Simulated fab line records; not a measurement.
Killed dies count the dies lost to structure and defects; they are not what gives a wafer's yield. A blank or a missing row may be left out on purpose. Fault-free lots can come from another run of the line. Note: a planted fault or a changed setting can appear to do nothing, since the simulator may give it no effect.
Comparing a struck lot with a sound one | flow n5 finfet | 18 out of 1938 route steps
Sound: these wafers, L288.2, L288.5, L288.6. Struck: wafers L296.2, L296.6. (L296.3 of the same lot was not struck and is left out.) The cause comes at the end.
Each step with rows lists, per side, the tool, then ch with its chambers, then its first start. Under that, the readings that differ: sound wafers | struck wafers | difference of the means | sigmas: that difference in standard deviations of wafers without a fault.
alike: readings whose means differ by less than 2 such deviations, and words and numbers that are the same on both sides. not compared: withheld readings, readings that some wafer has no value for, bounds like >300 that may hide the same value, and numbers for which the record gives no deviation and whose values overlap.
Wherever a step has rows on one side only, a row that says differs or no value, or a row with sigmas, the two part there. Non-overlapping numbers with no deviation appear without sigmas and do not part them. Lack of a reading on every wafer of one side parts them only where that side has two or more wafers.

N5_BEOL_M1_INSPECT_30: inspects for defects (brightfield).
  sound on defect inspect-02, day 10 02:05; struck on defect inspect-01, day 12 08:38
  alike: raw defect count
then, 1 step without rows for these wafers: N5_BEOL_M1_DESCUM_33 (chemistry O2, time 7 s).
N5_BEOL_M1_ETCH_77: etches underlayer in N2/H2, target depth 6.5 nm, time 5.2 s.
  sound on rie diel-02 ch 1,2, day 10 02:10; struck on rie diel-03 ch 1,2, day 12 08:49
  alike: bias w, drypump motor current A, etch rf on time s, n2 flow sccm, oes product au, rf vpp V, showerhead plenum p Torr, throttle valve pct
  not compared: rf hours counter h
N5_BEOL_M1_ETCH_69: etches SiARC in CF4, target depth 15.6 nm, time 26 s.
  sound on rie diel-02 ch 1,2, day 10 02:11; struck on rie diel-03 ch 1,2, day 12 08:50
  alike: bias w, drypump motor current A, etch rf on time s, oes product au, rf vpp V, showerhead plenum p Torr, throttle valve pct
  not compared: rf hours counter h
N5_BEOL_M1_ALD_98: deposits SiO2, target thk 2.5 nm, pulse time 1 s, co reactant pulse time 1 s.
  sound on ald sin-02 ch 0,3, day 10 02:16; struck on ald sin-01 ch 0,1, day 12 09:41
  alike: heater power w, precursor pulse height rel
  not compared: since wet clean h
then, 4 steps without rows for these wafers: N5_BEOL_M1_ETCHBACK_99 (etches SiO2 in CHF3, target depth 5 nm, time 10.4 s); N5_BEOL_M1_ETCH_70 (etches SOC in N2/H2, target depth 80 nm, overetch 16 nm, time 120 s); N5_BEOL_M1_STRIP_71 (strips in N2/H2); N5_BEOL_M1_STRIP_78 (strips in N2/H2).
N5_BEOL_M1_VIA_ETCH_34: etches the open film in C4F6/O2, target depth 67.8 nm, time 64.4 s.
  sound on rie diel-02 ch 0,1,3, day 10 04:56; struck on rie diel-02 ch 1, day 12 15:11
  alike: bias w, drypump motor current A, oes product au, rf vpp V, showerhead plenum p Torr, throttle valve pct
  not compared: rf hours counter h
then, 2 steps without rows for these wafers: N5_BEOL_M1_STRIP_83 (strips in C4F6/O2); N5_BEOL_M1_STRIP_36 (strips in N2/H2).
N5_BEOL_M1_TRENCH_ETCH_37: etches SiOC in C4F6/O2, target depth 55.207 nm, time 29 s.
  sound on rie diel-02 ch 0,1,3, day 10 05:02; struck on rie diel-02 ch 1, day 12 15:17
  reading                             | sound             | struck      | difference | sigmas
  bias w (W)                          | 185.7 184.9 186.0 | 224.0 223.4 | +38.2      | +68
  rf vpp V (V)                        | 657 664 654       | 764 763     | +105       | +18
  model.BEOL_M1.feature depth nm (nm) | 54.2 55.8 55.4    | 58.4 58.2   | +3.2       |
  model.etch.depth nm (nm)            | 54.15 55.81 55.44 | 58.37 58.22 | +3.16      |
  alike: drypump motor current A, oes product au, showerhead plenum p Torr, throttle valve pct
  not compared: rf hours counter h
then, 1 step without rows for these wafers: N5_BEOL_M1_ETCH_41 (etches SiCN in CH3F/O2, target depth 31.9 nm, time 57.8 s).
N5_BEOL_M1_STRIP_97: strips in N2/H2, time 10 s.
  sound: rie diel-02 ch 0,1,3; struck: rie diel-02 ch 1
  alike: drypump motor current A, n2 flow sccm, oes product au, rf vpp V, showerhead plenum p Torr, throttle valve pct
  not compared: rf hours counter h
N5_BEOL_M1_OCD_MEAS_38:
  sound on ocd-02, day 10 05:11; struck on ocd-02, day 12 15:26
  reading              | sound          | struck    | difference | sigmas
  trench depth nm (nm) | 54.0 55.7 55.4 | 58.7 57.7 | +3.2       | +4
then, 1 step without rows for these wafers: N5_BEOL_M1_HM_STRIP_39 (strips TiN in peroxide tin strip, target depth 25 nm, time 158 s).
N5_BEOL_M4_RC_MEAS_101:
  sound on prober-02 ch 0, day 11 17:29; struck on prober-02 ch 0, day 14 08:26
  reading   | sound             | struck      | difference | sigmas
  VT_N (mV) | 249.1 248.2 250.0 | 253.0 255.7 | +5.2       | +2
  alike: DIBL_N, DIBL_P, IOFF_N, IOFF_P, ION_N, ION_P, SS_N, SS_P, VT_P

WHERE THEY PART
Earliest at N5_BEOL_M1_TRENCH_ETCH_37; latest, in this record, at N5_BEOL_M4_RC_MEAS_101.

WHY: the cause the simulator had injected
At N5_BEOL_M1_TRENCH_ETCH_37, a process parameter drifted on rie diel-02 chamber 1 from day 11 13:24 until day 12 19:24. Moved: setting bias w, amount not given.
